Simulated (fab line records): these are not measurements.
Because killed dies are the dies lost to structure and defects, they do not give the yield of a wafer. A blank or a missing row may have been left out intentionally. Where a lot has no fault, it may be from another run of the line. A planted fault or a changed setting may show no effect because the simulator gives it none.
fab line records :: flow n5Finfet :: part 2 of 2: steps 27 to 35 of 35
record
  lots=5
  wafers=15
  lastDay=16
route steps=1938 shown SD_EPI_P@311 SD_ACTIVATION@330 ILD0@335
lots that met no fault: from a run of the same line without faults
startH: the number of hours between the record's first day and the start of the first shown wafer of the lot :: waitH: hours from the lot's prior step to this one :: " repeats the value in the row above :: L1.1+2: a single row standing in for several wafers :: - no value present, or no start provided :: * or withheld: withheld :: < > ~ a bound
route shown NAME@n: names a module that has steps shown in the file, with the first one's number in the route :: usual: mean/standard deviation taken from wafers without a fault :: same: alike in all rows :: chamber/n: place in a boat :: sites: the reading at each site :: _std_site: the standard deviation of these :: _edge_site: outer sites' mean less inner sites' :: radiusMm: for every site, how far away it sits from the centre of the wafer :: mask NAME#n: copy n :: behind: the most recent tool/chamber to have shaped the wafer :: hold: why the lot was held/for how many hours/how that ended :: device: whichever transistor did not switch (one of n, p or np) :: end of line: at the end of the route, the tests of the same wafers :: a step given without rows: its recipe and nothing more :: killed: count of dies lost to structure and defects at first sort (not the wafer's yield) :: map: per-die view of a wafer (x killed, . not killed, _ where there is no die)
set.NAME: the setting as run; set.NAME@STEP: as run at that earlier step :: model.NAME: the simulator's own value behind a step, which no gauge read
lots seen at some steps along the route; tables by step, rows by wafer
services: the hour from which a tool's chamber was out of use, counted from the record's first day as startH (under 0 if before that day), plus the number of hours and why
## steps
# step N5_ILD0_CMP_03
# recipe
  stopOn=SiNx
  tOverpolishS=1.9
  postCmpClean=alkalineBrush
  downForcePsi=4.1491
  platenRpm=51.796
  padVelocityMS=1.0306
  targetThkNm=197.38
# usual
  edgeZonePressureFrac=1.000/0.0052
  motorCurrentA=12.8/1.2
  overpolishRunS=1.900/0.0091
  timeToEndpointS=68/3.2
lot.wafer: L078.4
tool: cmp-02
chamber: 3
startH: 85.10
waitH: 0.1
edgeZonePressureFrac: 0.994
motorCurrentA: 12.2
overpolishRunS: 1.899
timeToEndpointS: 68

lot.wafer: L078.3
tool: cmp-02
chamber: 0
startH: 85.10
waitH: 0.1
edgeZonePressureFrac: 1.009
motorCurrentA: 14.0
overpolishRunS: 1.900
timeToEndpointS: 73

lot.wafer: L078.6
tool: cmp-02
chamber: 3
startH: 85.10
waitH: 0.1
edgeZonePressureFrac: 0.986
motorCurrentA: 12.0
overpolishRunS: 1.887
timeToEndpointS: 68

lot.wafer: L082.2
tool: cmp-02
chamber: 1
startH: 108.75
waitH: 0.1
edgeZonePressureFrac: 0.997
motorCurrentA: 13.3
overpolishRunS: 1.897
timeToEndpointS: 72

lot.wafer: L082.1
tool: cmp-02
chamber: 2
startH: 108.75
waitH: 0.1
edgeZonePressureFrac: 1.001
motorCurrentA: 13.7
overpolishRunS: 1.908
timeToEndpointS: 73

lot.wafer: L082.6
tool: cmp-02
chamber: 3
startH: 108.75
waitH: 0.1
edgeZonePressureFrac: 1.009
motorCurrentA: 12.8
overpolishRunS: 1.903
timeToEndpointS: 69

lot.wafer: L083.2
tool: cmp-02
chamber: 3
startH: 115.65
waitH: 0.0
edgeZonePressureFrac: 1.002
motorCurrentA: 12.6
overpolishRunS: 1.897
timeToEndpointS: 67

lot.wafer: L083.1
tool: cmp-02
chamber: 0
startH: 115.65
waitH: 0.0
edgeZonePressureFrac: 1.001
motorCurrentA: 13.2
overpolishRunS: 1.895
timeToEndpointS: 68

lot.wafer: L083.4
tool: cmp-02
chamber: 2
startH: 115.65
waitH: 0.0
edgeZonePressureFrac: 1.001
motorCurrentA: 14.0
overpolishRunS: 1.890
timeToEndpointS: 69

lot.wafer: L086.2
tool: cmp-03
chamber: 2
startH: 133.08
waitH: 0.1
edgeZonePressureFrac: 1.006
motorCurrentA: 11.0
overpolishRunS: 1.902
timeToEndpointS: 68

lot.wafer: L086.4
tool: cmp-03
chamber: 0
startH: 133.08
waitH: 0.1
edgeZonePressureFrac: 0.996
motorCurrentA: 13.5
overpolishRunS: 1.899
timeToEndpointS: 70

lot.wafer: L086.6
tool: cmp-03
chamber: 1
startH: 133.08
waitH: 0.1
edgeZonePressureFrac: 1.009
motorCurrentA: 11.4
overpolishRunS: 1.883
timeToEndpointS: 68

lot.wafer: L094.3
tool: cmp-02
chamber: 0
startH: 186.50
waitH: 0.0
edgeZonePressureFrac: 0.998
motorCurrentA: 13.8
overpolishRunS: 1.899
timeToEndpointS: 71

lot.wafer: L094.2
tool: cmp-02
chamber: 1
startH: 186.50
waitH: 0.0
edgeZonePressureFrac: 1.012
motorCurrentA: 13.4
overpolishRunS: 1.896
timeToEndpointS: 71

lot.wafer: L094.6
tool: cmp-02
chamber: 1
startH: 186.50
waitH: 0.0
edgeZonePressureFrac: 1.005
motorCurrentA: 12.3
overpolishRunS: 1.907
timeToEndpointS: 71
# step N5_ILD0_THK_MEAS_04
# usual
  thkNm=197.1/0.89
lot.wafer: L078.3
tool: filmMetro-02
chamber: -
startH: 85.36
waitH: -
thkNm: 198.3

lot.wafer: L078.4
tool: filmMetro-02
chamber: -
startH: 85.36
waitH: -
thkNm: 197.4

lot.wafer: L078.6
tool: filmMetro-02
chamber: -
startH: 85.36
waitH: -
thkNm: 196.3

lot.wafer: L082.1
tool: filmMetro-01
chamber: -
startH: 108.97
waitH: -
thkNm: 196.6

lot.wafer: L082.2
tool: filmMetro-01
chamber: -
startH: 108.97
waitH: -
thkNm: 196.8

lot.wafer: L082.6
tool: filmMetro-01
chamber: -
startH: 108.97
waitH: -
thkNm: 196.9

lot.wafer: L083.1
tool: filmMetro-01
chamber: -
startH: 115.95
waitH: -
thkNm: 197.4

lot.wafer: L083.2
tool: filmMetro-01
chamber: -
startH: 115.95
waitH: -
thkNm: 196.3

lot.wafer: L083.4
tool: filmMetro-01
chamber: -
startH: 115.95
waitH: -
thkNm: 197.0

lot.wafer: L086.2
tool: filmMetro-02
chamber: -
startH: 133.34
waitH: -
thkNm: 198.2

lot.wafer: L086.4
tool: filmMetro-02
chamber: -
startH: 133.34
waitH: -
thkNm: 196.9

lot.wafer: L086.6
tool: filmMetro-02
chamber: -
startH: 133.34
waitH: -
thkNm: 196.9

lot.wafer: L094.2
tool: filmMetro-02
chamber: -
startH: 186.79
waitH: -
thkNm: 197.6

lot.wafer: L094.3
tool: filmMetro-02
chamber: -
startH: 186.79
waitH: -
thkNm: 198.1

lot.wafer: L094.6
tool: filmMetro-02
chamber: -
startH: 186.79
waitH: -
thkNm: 197.3
# step N5_ILD0_CMP_07
# recipe
  stopOn=poly-Si
  material=SiO2_flowable
  tOverpolishS=1.18
  postCmpClean=alkalineBrush
  downForcePsi=4.1491
  platenRpm=51.796
  padVelocityMS=1.0306
  targetThkNm=138.88
# usual
  edgeZonePressureFrac=1.000/0.0051
  motorCurrentA=12.8/1.1
lot.wafer: L078.4
tool: cmp-03
chamber: 0
startH: 85.46
waitH: 0.1
edgeZonePressureFrac: 0.990
motorCurrentA: 14.1

lot.wafer: L078.3
tool: cmp-03
chamber: 1
startH: 85.46
waitH: 0.1
edgeZonePressureFrac: 0.998
motorCurrentA: 12.2

lot.wafer: L078.6
tool: cmp-03
chamber: 3
startH: 85.46
waitH: 0.1
edgeZonePressureFrac: 1.006
motorCurrentA: 10.7

lot.wafer: L082.1
tool: cmp-02
chamber: 1
startH: 109.07
waitH: 0.1
edgeZonePressureFrac: 1.003
motorCurrentA: 13.3

lot.wafer: L082.2
tool: cmp-02
chamber: 2
startH: 109.07
waitH: 0.1
edgeZonePressureFrac: 0.990
motorCurrentA: 14.1

lot.wafer: L082.6
tool: cmp-02
chamber: 0
startH: 109.07
waitH: 0.1
edgeZonePressureFrac: 1.010
motorCurrentA: 14.0

lot.wafer: L083.4
tool: cmp-03
chamber: 2
startH: 116.01
waitH: 0.1
edgeZonePressureFrac: 1.003
motorCurrentA: 10.6

lot.wafer: L083.2
tool: cmp-03
chamber: 3
startH: 116.01
waitH: 0.1
edgeZonePressureFrac: 1.002
motorCurrentA: 10.8

lot.wafer: L083.1
tool: cmp-03
chamber: 0
startH: 116.01
waitH: 0.1
edgeZonePressureFrac: 1.004
motorCurrentA: 13.8

lot.wafer: L086.4
tool: cmp-01
chamber: 3
startH: 133.44
waitH: 0.1
edgeZonePressureFrac: 0.993
motorCurrentA: 12.4

lot.wafer: L086.2
tool: cmp-01
chamber: 0
startH: 133.44
waitH: 0.1
edgeZonePressureFrac: 0.998
motorCurrentA: 13.9

lot.wafer: L086.6
tool: cmp-01
chamber: 1
startH: 133.44
waitH: 0.1
edgeZonePressureFrac: 0.996
motorCurrentA: 12.5

lot.wafer: L094.3
tool: cmp-01
chamber: 1
startH: 186.86
waitH: 0.1
edgeZonePressureFrac: 0.994
motorCurrentA: 13.5

lot.wafer: L094.2
tool: cmp-01
chamber: 3
startH: 186.86
waitH: 0.1
edgeZonePressureFrac: 0.998
motorCurrentA: 12.5

lot.wafer: L094.6
tool: cmp-01
chamber: 0
startH: 186.86
waitH: 0.1
edgeZonePressureFrac: 1.003
motorCurrentA: 13.7
# step N5_ILD0_THK_MEAS_08
# usual
  thkNm=138.6/1
lot.wafer: L078.3
tool: filmMetro-02
chamber: -
startH: 85.69
waitH: -
thkNm: 139.5

lot.wafer: L078.4
tool: filmMetro-02
chamber: -
startH: 85.69
waitH: -
thkNm: 138.2

lot.wafer: L078.6
tool: filmMetro-02
chamber: -
startH: 85.69
waitH: -
thkNm: 139.4

lot.wafer: L082.1
tool: filmMetro-01
chamber: -
startH: 109.29
waitH: -
thkNm: 138.8

lot.wafer: L082.2
tool: filmMetro-01
chamber: -
startH: 109.29
waitH: -
thkNm: 139.2

lot.wafer: L082.6
tool: filmMetro-01
chamber: -
startH: 109.29
waitH: -
thkNm: 138.8

lot.wafer: L083.1
tool: filmMetro-01
chamber: -
startH: 116.27
waitH: -
thkNm: 138.3

lot.wafer: L083.2
tool: filmMetro-01
chamber: -
startH: 116.27
waitH: -
thkNm: 139.4

lot.wafer: L083.4
tool: filmMetro-01
chamber: -
startH: 116.27
waitH: -
thkNm: 140.4

lot.wafer: L086.2
tool: filmMetro-01
chamber: -
startH: 133.66
waitH: -
thkNm: 138.9

lot.wafer: L086.4
tool: filmMetro-01
chamber: -
startH: 133.66
waitH: -
thkNm: 139.3

lot.wafer: L086.6
tool: filmMetro-01
chamber: -
startH: 133.66
waitH: -
thkNm: 138.8

lot.wafer: L094.2
tool: filmMetro-01
chamber: -
startH: 187.12
waitH: -
thkNm: 138.8

lot.wafer: L094.3
tool: filmMetro-01
chamber: -
startH: 187.12
waitH: -
thkNm: 139.7

lot.wafer: L094.6
tool: filmMetro-01
chamber: -
startH: 187.12
waitH: -
thkNm: 137.3
# step N5_ILD0_PRECLEAN_10
# recipe
  chemistry=NF3:NH3
  afsCycles=5
  timeS=20
  tempC=30
  sublimationTempC=180
  sublimationTimeS=60
  pressureTorr=3
  rfPowerW=30
lot.wafer: L078.3+4+6
tool: remotePlasma-01
chamber: 0
startH: 85.94
waitH: 0.3

lot.wafer: L082.1+2+6
tool: remotePlasma-01
chamber: 0
startH: 109.33
waitH: 0.0

lot.wafer: L083.1+2+4
tool: remotePlasma-02
chamber: 1
startH: 116.31
waitH: 0.0

lot.wafer: L086.2+4+6
tool: remotePlasma-02
chamber: 0
startH: 133.81
waitH: 0.1

lot.wafer: L094.2+3+6
tool: remotePlasma-02
chamber: 1
startH: 187.26
waitH: 0.1
# step N5_ILD0_ALD_15
# recipe
  material=SiNx
  targetThkA=240
  tempC=400
  aldPrecursorFamily=SiH2I2
  aldCoReactant=N2/H2-plasma
  pulseTimeS=1
  aldCycles=480
  purgeTimeS=2
  coReactantPurgeTimeS=2
  pressureTorr=2
# usual
  heaterPowerW=848/120
  precursorPulseHeightRel=1.004/0.018
lot.wafer: L078.3
tool: aldSin-01
chamber: 2
startH: 86.84
waitH: 0.8
heaterPowerW: 722
precursorPulseHeightRel: 1.015

lot.wafer: L078.4
tool: aldSin-01
chamber: 0
startH: 86.84
waitH: 0.8
heaterPowerW: 1004
precursorPulseHeightRel: 0.992

lot.wafer: L078.6
tool: aldSin-01
chamber: 0
startH: 87.93
waitH: 1.5
heaterPowerW: 979
precursorPulseHeightRel: 1.017

lot.wafer: L082.1
tool: aldSin-02
chamber: 2
startH: 110.34
waitH: 0.9
heaterPowerW: 873
precursorPulseHeightRel: 1.017

lot.wafer: L082.2
tool: aldSin-02
chamber: 3
startH: 110.34
waitH: 0.9
heaterPowerW: 787
precursorPulseHeightRel: 1.022

lot.wafer: L082.6
tool: aldSin-02
chamber: 2
startH: 111.43
waitH: 1.4
heaterPowerW: 841
precursorPulseHeightRel: 1.017

lot.wafer: L083.1
tool: aldSin-04
chamber: 1
startH: 116.99
waitH: 0.6
heaterPowerW: 700
precursorPulseHeightRel: 1.002

lot.wafer: L083.2
tool: aldSin-04
chamber: 2
startH: 116.99
waitH: 0.6
heaterPowerW: 922
precursorPulseHeightRel: 0.997

lot.wafer: L083.4
tool: aldSin-04
chamber: 1
startH: 118.07
waitH: 1.3
heaterPowerW: 717
precursorPulseHeightRel: 0.995

lot.wafer: L086.2
tool: aldSin-02
chamber: 2
startH: 134.49
waitH: 0.6
heaterPowerW: 864
precursorPulseHeightRel: 0.991

lot.wafer: L086.4
tool: aldSin-02
chamber: 0
startH: 134.49
waitH: 0.6
heaterPowerW: 901
precursorPulseHeightRel: 1.012

lot.wafer: L086.6
tool: aldSin-02
chamber: 2
startH: 135.57
waitH: 1.2
heaterPowerW: 881
precursorPulseHeightRel: 1.019

lot.wafer: L094.2
tool: aldSin-01
chamber: 3
startH: 187.83
waitH: 0.5
heaterPowerW: 771
precursorPulseHeightRel: 1.037

lot.wafer: L094.3
tool: aldSin-01
chamber: 1
startH: 187.83
waitH: 0.5
heaterPowerW: 1021
precursorPulseHeightRel: 1.009

lot.wafer: L094.6
tool: aldSin-01
chamber: 2
startH: 188.92
waitH: 1.1
heaterPowerW: 717
precursorPulseHeightRel: 1.036
# step N5_ILD0_CMP_12
# recipe
  stopOn=poly-Si
  material=SiNx
  tOverpolishS=6
  postCmpClean=alkalineBrush
  downForcePsi=2.5
  platenRpm=51.8
  padVelocityMS=1.0307
  targetThkNm=17.67
# usual
  edgeZonePressureFrac=1.000/0.005
  motorCurrentA=9.4/0.82
  overpolishRunS=6.000/0.0084
  timeToEndpointS=28.8/2.3
lot.wafer: L078.4
tool: cmp-02
chamber: 3
startH: 89.04
waitH: 1.1
edgeZonePressureFrac: 1.001
motorCurrentA: 8.7
overpolishRunS: 6.002
timeToEndpointS: 25.7

lot.wafer: L078.3
tool: cmp-02
chamber: 2
startH: 89.04
waitH: 1.1
edgeZonePressureFrac: 1.003
motorCurrentA: 9.8
overpolishRunS: 5.998
timeToEndpointS: 28.4

lot.wafer: L078.6
tool: cmp-02
chamber: 3
startH: 89.04
waitH: 1.1
edgeZonePressureFrac: 0.996
motorCurrentA: 9.2
overpolishRunS: 5.999
timeToEndpointS: 25.8

lot.wafer: L082.2
tool: cmp-03
chamber: 1
startH: 112.62
waitH: 1.2
edgeZonePressureFrac: 0.998
motorCurrentA: 8.1
overpolishRunS: 5.992
timeToEndpointS: 28.6

lot.wafer: L082.1
tool: cmp-03
chamber: 2
startH: 112.62
waitH: 1.2
edgeZonePressureFrac: 1.007
motorCurrentA: 7.9
overpolishRunS: 6.011
timeToEndpointS: 26.1

lot.wafer: L082.6
tool: cmp-03
chamber: 3
startH: 112.62
waitH: 1.2
edgeZonePressureFrac: 0.991
motorCurrentA: 7.7
overpolishRunS: 6.016
timeToEndpointS: 26.5

lot.wafer: L083.2
tool: cmp-03
chamber: 3
startH: 119.19
waitH: 1.1
edgeZonePressureFrac: 0.995
motorCurrentA: 8.3
overpolishRunS: 5.996
timeToEndpointS: 27.0

lot.wafer: L083.1
tool: cmp-03
chamber: 1
startH: 119.19
waitH: 1.1
edgeZonePressureFrac: 0.997
motorCurrentA: 8.9
overpolishRunS: 6.006
timeToEndpointS: 27.6

lot.wafer: L083.4
tool: cmp-03
chamber: 2
startH: 119.19
waitH: 1.1
edgeZonePressureFrac: 0.999
motorCurrentA: 7.8
overpolishRunS: 5.998
timeToEndpointS: 32.0

lot.wafer: L086.4
tool: cmp-02
chamber: 2
startH: 136.73
waitH: 1.2
edgeZonePressureFrac: 1.000
motorCurrentA: 10.4
overpolishRunS: 5.999
timeToEndpointS: 26.7

lot.wafer: L086.2
tool: cmp-02
chamber: 3
startH: 136.73
waitH: 1.2
edgeZonePressureFrac: 0.994
motorCurrentA: 8.9
overpolishRunS: 6.006
timeToEndpointS: 24.4

lot.wafer: L086.6
tool: cmp-02
chamber: 1
startH: 136.73
waitH: 1.2
edgeZonePressureFrac: 0.994
motorCurrentA: 9.4
overpolishRunS: 6.001
timeToEndpointS: 26.0

lot.wafer: L094.3
tool: cmp-01
chamber: 2
startH: 190.04
waitH: 1.1
edgeZonePressureFrac: 1.009
motorCurrentA: 9.6
overpolishRunS: 6.004
timeToEndpointS: 27.5

lot.wafer: L094.2
tool: cmp-01
chamber: 3
startH: 190.04
waitH: 1.1
edgeZonePressureFrac: 0.995
motorCurrentA: 9.1
overpolishRunS: 5.993
timeToEndpointS: 30.7

lot.wafer: L094.6
tool: cmp-01
chamber: 2
startH: 190.04
waitH: 1.1
edgeZonePressureFrac: 0.999
motorCurrentA: 10.0
overpolishRunS: 5.993
timeToEndpointS: 29.2
# step N5_ILD0_THK_MEAS_13
# usual
  thkNm=17.5/0.86
lot.wafer: L078.3
tool: filmMetro-01
chamber: -
startH: 89.34
waitH: -
thkNm: 18.3

lot.wafer: L078.4
tool: filmMetro-01
chamber: -
startH: 89.34
waitH: -
thkNm: 18.2

lot.wafer: L078.6
tool: filmMetro-01
chamber: -
startH: 89.34
waitH: -
thkNm: 17.3

lot.wafer: L082.1
tool: filmMetro-02
chamber: -
startH: 112.84
waitH: -
thkNm: 16.8

lot.wafer: L082.2
tool: filmMetro-02
chamber: -
startH: 112.84
waitH: -
thkNm: 17.6

lot.wafer: L082.6
tool: filmMetro-02
chamber: -
startH: 112.84
waitH: -
thkNm: 16.9

lot.wafer: L083.1
tool: filmMetro-02
chamber: -
startH: 119.48
waitH: -
thkNm: 18.2

lot.wafer: L083.2
tool: filmMetro-02
chamber: -
startH: 119.48
waitH: -
thkNm: 17.3

lot.wafer: L083.4
tool: filmMetro-02
chamber: -
startH: 119.48
waitH: -
thkNm: 16.5

lot.wafer: L086.2
tool: filmMetro-01
chamber: -
startH: 136.98
waitH: -
thkNm: 16.0

lot.wafer: L086.4
tool: filmMetro-01
chamber: -
startH: 136.98
waitH: -
thkNm: 16.9

lot.wafer: L086.6
tool: filmMetro-01
chamber: -
startH: 136.98
waitH: -
thkNm: 17.3

lot.wafer: L094.2
tool: filmMetro-01
chamber: -
startH: 190.33
waitH: -
thkNm: 17.5

lot.wafer: L094.3
tool: filmMetro-01
chamber: -
startH: 190.33
waitH: -
thkNm: 17.2

lot.wafer: L094.6
tool: filmMetro-01
chamber: -
startH: 190.33
waitH: -
thkNm: 16.4
# step N5_ILD0_INSPECT_06
# recipe
  inspectInstrument=darkfield
  mode=postCmp
# usual
  rawDefectCount=35/16
lot.wafer: L078.3
tool: defectInspect-02
chamber: -
startH: 89.36
waitH: 0.0
rawDefectCount: 38

lot.wafer: L078.4
tool: defectInspect-02
chamber: -
startH: 89.36
waitH: 0.0
rawDefectCount: 23

lot.wafer: L078.6
tool: defectInspect-02
chamber: -
startH: 89.36
waitH: 0.0
rawDefectCount: 23

lot.wafer: L082.1
tool: defectInspect-02
chamber: -
startH: 112.86
waitH: 0.0
rawDefectCount: 38

lot.wafer: L082.2
tool: defectInspect-02
chamber: -
startH: 112.86
waitH: 0.0
rawDefectCount: 58

lot.wafer: L082.6
tool: defectInspect-02
chamber: -
startH: 112.86
waitH: 0.0
rawDefectCount: 46

lot.wafer: L083.1
tool: defectInspect-02
chamber: -
startH: 119.51
waitH: 0.0
rawDefectCount: 54

lot.wafer: L083.2
tool: defectInspect-02
chamber: -
startH: 119.51
waitH: 0.0
rawDefectCount: 20

lot.wafer: L083.4
tool: defectInspect-02
chamber: -
startH: 119.51
waitH: 0.0
rawDefectCount: 21

lot.wafer: L086.2
tool: defectInspect-02
chamber: -
startH: 137.01
waitH: 0.0
rawDefectCount: 19

lot.wafer: L086.4
tool: defectInspect-02
chamber: -
startH: 137.01
waitH: 0.0
rawDefectCount: 10

lot.wafer: L086.6
tool: defectInspect-02
chamber: -
startH: 137.01
waitH: 0.0
rawDefectCount: 24

lot.wafer: L094.2
tool: defectInspect-01
chamber: -
startH: 190.36
waitH: 0.0
rawDefectCount: 31

lot.wafer: L094.3
tool: defectInspect-01
chamber: -
startH: 190.36
waitH: 0.0
rawDefectCount: 18

lot.wafer: L094.6
tool: defectInspect-01
chamber: -
startH: 190.36
waitH: 0.0
rawDefectCount: 45
## services
tool: cmp-02
chamber: -
startH: 54.81
hours: 2.2
kind: repair

tool: cmp-01
chamber: -
startH: 56.40
hours: 1.8
kind: repair

tool: rieDiel-06
chamber: -
startH: 58.10
hours: 2.8
kind: pm

tool: cmp-02
chamber: -
startH: 61.05
hours: 2.4
kind: repair

tool: plasmaAsher-02
chamber: -
startH: 61.55
hours: 14.6
kind: pm

tool: aldSin-04
chamber: -
startH: 66.64
hours: 0.6
kind: repair

tool: epiRpcvd-02
chamber: -
startH: 69.64
hours: 1.3
kind: repair

tool: cmp-02
chamber: -
startH: 69.70
hours: 1.7
kind: repair

tool: aldSin-04
chamber: 1
startH: 74.43
hours: 3.5
kind: repair

tool: rieDiel-06
chamber: 3
startH: 81.36
hours: 10.5
kind: repair

tool: aldSin-02
chamber: 0
startH: 83.73
hours: 3.5
kind: repair

tool: rieDiel-04
chamber: 0
startH: 85.45
hours: 2.4
kind: repair

tool: cmp-02
chamber: -
startH: 104.25
hours: 0.9
kind: repair

tool: rieDiel-05
chamber: 0
startH: 105.22
hours: 2.4
kind: repair

tool: cmp-03
chamber: -
startH: 106.39
hours: 1.6
kind: repair

tool: aldSin-02
chamber: 0
startH: 108.34
hours: 6.2
kind: repair

tool: cmp-03
chamber: -
startH: 120.56
hours: 4.7
kind: pm

tool: cmp-02
chamber: -
startH: 124.95
hours: 4.0
kind: pm

tool: cmp-03
chamber: -
startH: 133.54
hours: 4.0
kind: repair

tool: aldSin-02
chamber: -
startH: 141.74
hours: 6.1
kind: pm

tool: rieDiel-05
chamber: 0
startH: 149.24
hours: 2.4
kind: repair

tool: cmp-03
chamber: -
startH: 167.87
hours: 1.6
kind: repair

tool: cmp-03
chamber: -
startH: 181.19
hours: 5.3
kind: repair

tool: cmp-02
chamber: -
startH: 183.50
hours: 0.6
kind: repair
